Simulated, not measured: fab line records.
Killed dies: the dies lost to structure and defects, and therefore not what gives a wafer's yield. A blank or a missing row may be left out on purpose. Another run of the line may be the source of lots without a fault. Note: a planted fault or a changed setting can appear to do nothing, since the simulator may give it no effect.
A struck lot beside a sound one + flow nand-harc + 14 out of 1302 route steps
Sound: the wafers L184.1, L184.2, L184.5. Struck: wafer L191.4. (L191.6 of the same lot was not struck and is left out.) The cause comes at the end.
At each step with rows: each side's tool, then ch and its chambers, then its first start. Under that, the readings that differ: sound wafers + struck wafers + difference of the means + sigmas: that difference in standard deviations of wafers without a fault.
alike: same words and numbers on both sides, and readings whose means sit less than 2 such deviations apart. not compared: any withheld reading, any reading some wafer has no value for, any bound like >300 that may hide the same value, and any number with overlapping values for which the record gives no deviation.
A row with sigmas, a row that says differs or no value, or rows on one side alone: a step with any of these is where the two part. When numbers do not overlap yet have no deviation, they are printed without sigmas and do not part them. A reading missing from all wafers of one side parts the sides only when that side holds two or more wafers.

NHARC_A_ZERO_WELL_INSPECT_17:
  sound on defect-inspect-01, day 10 12:46; struck on defect-inspect-01, day 13 18:37
  alike: raw-defect-count
then, 3 steps without rows for these wafers: NHARC_A_SOURCE_PLATE_PRECLEAN_00 (cleans in HF-LAST, time 60 s); NHARC_A_SOURCE_PLATE_SRD_01; NHARC_A_SOURCE_PLATE_OXIDE_02 (material SiO2, target thk 10 nm, ox time 1362 s).
NHARC_A_SOURCE_PLATE_THK_MEAS_09: measures by ellipsometry.
  sound on film-metro-01, day 10 20:32; struck on film-metro-01, day 14 01:25
  alike: thk-nm
then, 3 steps without rows for these wafers: NHARC_A_SOURCE_PLATE_PVD_04 (deposits WSi2, target thk 50 nm); NHARC_A_SOURCE_PLATE_CVD_03 (deposits poly-Si, target thk 200 nm, time 4000 s); NHARC_A_SOURCE_PLATE_ANNEAL_05 (time 1800 s).
NHARC_A_SOURCE_PLATE_THK_MEAS_06: measures by ellipsometry.
  sound on film-metro-01, day 11 09:07; struck on film-metro-01, day 14 18:10
  alike: thk-nm
NHARC_A_SOURCE_PLATE_INSPECT_08:
  sound on defect-inspect-02, day 11 09:12; struck on defect-inspect-02, day 14 18:17
  alike: raw-defect-count
NHARC_A_ONON_D1_DEP_00: target thk 1000 nm.
  sound on pecvd-onon-02 ch 0, day 11 09:16; struck on pecvd-onon-01 ch 0, day 14 18:31
NHARC_A_ONON_D1_THK_MEAS_02: measures by ellipsometry.
  sound on film-metro-01, day 11 09:47; struck on film-metro-02, day 14 18:52
| reading     | sound          | struck | difference | sigmas |
|-------------|----------------|--------|------------|--------|
| thk-nm (nm) | 1002 1001 1001 | 1547   | +546       | +60    |
then NHARC_A_ONON_D1_DEP_03 (target thk 1000 nm), 1 step lacking rows for these wafers.
-- jump in the record: it breaks off in module A_ONON_D1 and resumes in module END (first step shown: number 1302 of the route), and 16 days separate the struck wafers' starts before and after --
NHARC_END_SORT_01:
  only the struck wafers appear in the record here, on prober-01 ch 0 at day 31 00:44; the sound ones have no rows

== WHERE THEY PART ==
Earliest at NHARC_A_ONON_D1_THK_MEAS_02; latest, in this record, at NHARC_END_SORT_01.

WHY: what the simulator had put in
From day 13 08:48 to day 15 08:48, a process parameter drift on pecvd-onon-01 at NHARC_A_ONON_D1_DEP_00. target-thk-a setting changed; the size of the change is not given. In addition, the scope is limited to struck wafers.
